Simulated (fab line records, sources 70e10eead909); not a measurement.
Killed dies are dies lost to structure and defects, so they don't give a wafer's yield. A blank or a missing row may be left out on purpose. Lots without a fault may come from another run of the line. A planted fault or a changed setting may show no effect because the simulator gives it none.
Which tool did it? | flow nand_harc | 13 lots, 39 wafers sampled, at 5 steps of a route of 1302

WHAT THE GAUGES READ, wafer by wafer
NHARC_END_SORT_01. Usual: killed_at_array 52, standard deviation 18; killed_at_other 1.0, standard deviation 1.4; killed_at_periphery 3.1, standard deviation 2.3; killed_dies 56, standard deviation 17; killed_open 3.0, standard deviation 1.7; killed_short 2.5, standard deviation 1.7.
lot  | measured     | on        | killed_at_array | killed_at_other | killed_at_periphery | killed_dies | killed_open | killed_short | flag
L795 | day 31 19:13 | prober-01 | 68 62 58        | 1 0 0           | 4 4 2               | 73 66 60    | 3 5 0       | 1 3 2        |

WHICH TOOL RAN EACH LOT (tool, then ch and the chambers of the sampled wafers, then the start)
lot  | NHARC_A_CONTACT_ETCH_126             | NHARC_A_CONTACT_ETCH_127             | NHARC_A_CONTACT_STRIP_82                      | NHARC_A_CONTACT_SOFTBAKE_03
L777 | har_cap_etch-02 ch 0,1, day 21 10:19 | har_cap_etch-02 ch 0,1, day 21 10:29 | rie_diel-13 ch 0,1,2, day 21 18:00 or earlier | litho_track-06 ch 0, day 21 18:00
L778 | har_cap_etch-03 ch 0,1, day 22 09:37 | har_cap_etch-03 ch 0,1, day 22 09:47 | rie_diel-13 ch 0,1,3, day 22 14:00 or earlier | litho_track-06 ch 0, day 22 14:00
L782 | har_cap_etch-01 ch 0,1, day 23 15:55 | har_cap_etch-01 ch 0,1, day 23 16:06 | rie_diel-13 ch 0,2,3, day 23 22:00 or earlier | litho_track-06 ch 0, day 23 22:00
L780 | har_cap_etch-02 ch 0,1, day 23 16:22 | har_cap_etch-02 ch 0,1, day 23 16:33 | rie_diel-13 ch 0,2,3, day 23 22:00 or earlier | litho_track-04 ch 0, day 23 22:00
L781 | har_cap_etch-03 ch 0, day 23 17:44   | har_cap_etch-03 ch 0, day 23 17:55   | rie_diel-02 ch 0,1,3, day 24 00:00 or earlier | litho_track-01 ch 0, day 24 00:00
L784 | har_cap_etch-01 ch 0,1, day 25 10:28 | har_cap_etch-01 ch 0,1, day 25 10:39 | rie_diel-12 ch 0,1,2, day 25 15:00 or earlier | litho_track-04 ch 0, day 25 15:00
L786 | har_cap_etch-02 ch 0,1, day 25 23:05 | har_cap_etch-02 ch 0,1, day 25 23:16 | rie_diel-12 ch 0,1, day 26 04:00 or earlier   | litho_track-01 ch 0, day 26 04:00
L788 | har_cap_etch-02 ch 0, day 26 15:41   | har_cap_etch-02 ch 0, day 26 15:52   | rie_diel-13 ch 0,2,3, day 26 23:00 or earlier | litho_track-04 ch 0, day 26 23:00
L793 | har_cap_etch-03 ch 0,1, day 28 10:44 | har_cap_etch-03 ch 0,1, day 28 10:54 | rie_diel-12 ch 0,3, day 28 15:00 or earlier   | litho_track-06 ch 0, day 28 15:00
L795 | har_cap_etch-01 ch 0, day 29 12:40   | har_cap_etch-01 ch 0, day 29 12:50   | rie_diel-02 ch 0,2,3, day 29 18:00 or earlier | litho_track-06 ch 0, day 29 18:00
L797 | har_cap_etch-03 ch 0,1, day 29 17:17 | har_cap_etch-03 ch 0,1, day 29 17:32 | rie_diel-13 ch 0,1, day 29 23:00 or earlier   | litho_track-06 ch 0, day 29 23:00
L799 | har_cap_etch-03 ch 1, day 30 12:19   | har_cap_etch-03 ch 1, day 30 12:30   | rie_diel-12 ch 1,3, day 30 20:00 or earlier   | litho_track-01 ch 0, day 30 20:00
L800 | har_cap_etch-01 ch 0,1, day 31 07:30 | har_cap_etch-01 ch 0,1, day 31 07:41 | rie_diel-13 ch 0,1,3, day 31 12:00 or earlier | litho_track-01 ch 0, day 31 12:00
- NHARC_A_CONTACT_ETCH_126: etches the open film in C4F8/O2/Ar, time 197 s, target depth 1918 nm.
- NHARC_A_CONTACT_ETCH_127: etches the open film in C4F8/O2/Ar, time 197 s, target depth 1918 nm.
- NHARC_A_CONTACT_STRIP_82: strips in O2.
- NHARC_A_CONTACT_SOFTBAKE_03: time 55 s.

WHAT THE TOOLS THEMSELVES READ (means of the sampled wafers that have a number; where no wafer has one, the mark that the record gives instead)
NHARC_A_CONTACT_STRIP_82. Usual: drypump_motor_current_A 5.8 A, standard deviation 0.51; oes_product_au 1.001 a.u., standard deviation 0.011; rf_vpp_V 57.5 V, standard deviation 0.96; showerhead_plenum_p_Torr 3.39 Torr, standard deviation 0.13; throttle_valve_pct 17.035 %, standard deviation 0.0097.
lot  | tool        | drypump_motor_current_A (A) | oes_product_au (a.u.) | rf_vpp_V (V) | showerhead_plenum_p_Torr (Torr) | throttle_valve_pct (%) | flag
L777 | rie_diel-13 | 5.9                         | 1.003                 | 57.6         | 3.32                            | 17.030                 |
L778 | rie_diel-13 | 5.6                         | 1.003                 | 57.0         | 3.31                            | 17.041                 |
L782 | rie_diel-13 | 5.6                         | 1.001                 | 57.5         | 3.35                            | 17.027                 |
L780 | rie_diel-13 | 5.6                         | 1.012                 | 57.2         | 3.35                            | 17.040                 |
L781 | rie_diel-02 | 5.8                         | 1.005                 | 58.2         | 3.45                            | 17.041                 |
L784 | rie_diel-12 | 5.7                         | 0.996                 | 58.1         | 3.53                            | 17.037                 |
L786 | rie_diel-12 | 5.6                         | 1.003                 | 56.8         | 3.39                            | 17.035                 |
L788 | rie_diel-13 | 5.6                         | 1.007                 | 56.7         | 3.34                            | 17.039                 |
L793 | rie_diel-12 | 5.3                         | 0.996                 | 57.9         | 3.51                            | 17.037                 |
L795 | rie_diel-02 | 5.7                         | 1.005                 | 57.3         | 3.35                            | 17.021                 |
L797 | rie_diel-13 | 5.8                         | 1.008                 | 57.6         | 3.26                            | 17.038                 |
L799 | rie_diel-12 | 5.4                         | 0.997                 | 57.4         | 3.37                            | 17.019                 |
L800 | rie_diel-13 | 5.6                         | 0.998                 | 58.6         | 3.66                            | 17.037                 |

NHARC_A_CONTACT_SOFTBAKE_03. Usual: heater_power_total_W 188.46 W, standard deviation 0.15.
lot  | tool           | heater_power_total_W (W) | flag
L777 | litho_track-06 | 188.41                   |
L778 | litho_track-06 | 188.45                   |
L782 | litho_track-06 | 188.39                   |
L780 | litho_track-04 | 188.42                   |
L781 | litho_track-01 | 188.51                   |
L784 | litho_track-04 | 188.38                   |
L786 | litho_track-01 | 188.56                   |
L788 | litho_track-04 | 188.50                   |
L793 | litho_track-06 | 278.23                   | OFF
L795 | litho_track-06 | 278.25                   | OFF
L797 | litho_track-06 | 278.28                   | OFF
L799 | litho_track-01 | 188.46                   |
L800 | litho_track-01 | 188.48                   |

THE ANSWER, worked out from the rows above alone
Rule: a lot is off if the mean of its wafers that have a number lies more than 3 standard deviations from the usual mean. A lot without any number at a reading at which 4 lots or more have one is off too. The other lots that the step has rows for count as sound. The gauges are gone through in route order, then the tools' own readings, and for those a lot's mean is taken as printed above. The first step at which some lot is off is used, and at that step the reading that is off furthest; a lot without a number counts as furthest.
Off: L793, L795, L797, at NHARC_A_CONTACT_SOFTBAKE_03 (heater_power_total_W).
A tool fits if, at that step or a process step before it, it ran every lot that is off, and no sound lot after the first of them. NHARC_A_CONTACT_STRIP_82 gives no start for some lots, so the hours and the order of its lots are those of NHARC_A_CONTACT_SOFTBAKE_03. One fits: litho_track-06 at NHARC_A_CONTACT_SOFTBAKE_03. Its last sound lot is L782 (day 23 22:00), its first lot that is off L793 (day 28 15:00): a fault that began between those two fits.
The tool's own readings at NHARC_A_CONTACT_SOFTBAKE_03 bear it out: on the lots that are off they differ by more than 5 times the standard deviation of the sound lots' means. heater_power_total_W reads 278.25 W there against 188.46 W on the sound lots.

WHAT THE SIMULATOR HAD PUT IN
Process parameter drift: litho_track-06, from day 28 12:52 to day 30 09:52, at NHARC_A_CONTACT_SOFTBAKE_03. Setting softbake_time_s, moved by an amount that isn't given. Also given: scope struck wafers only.
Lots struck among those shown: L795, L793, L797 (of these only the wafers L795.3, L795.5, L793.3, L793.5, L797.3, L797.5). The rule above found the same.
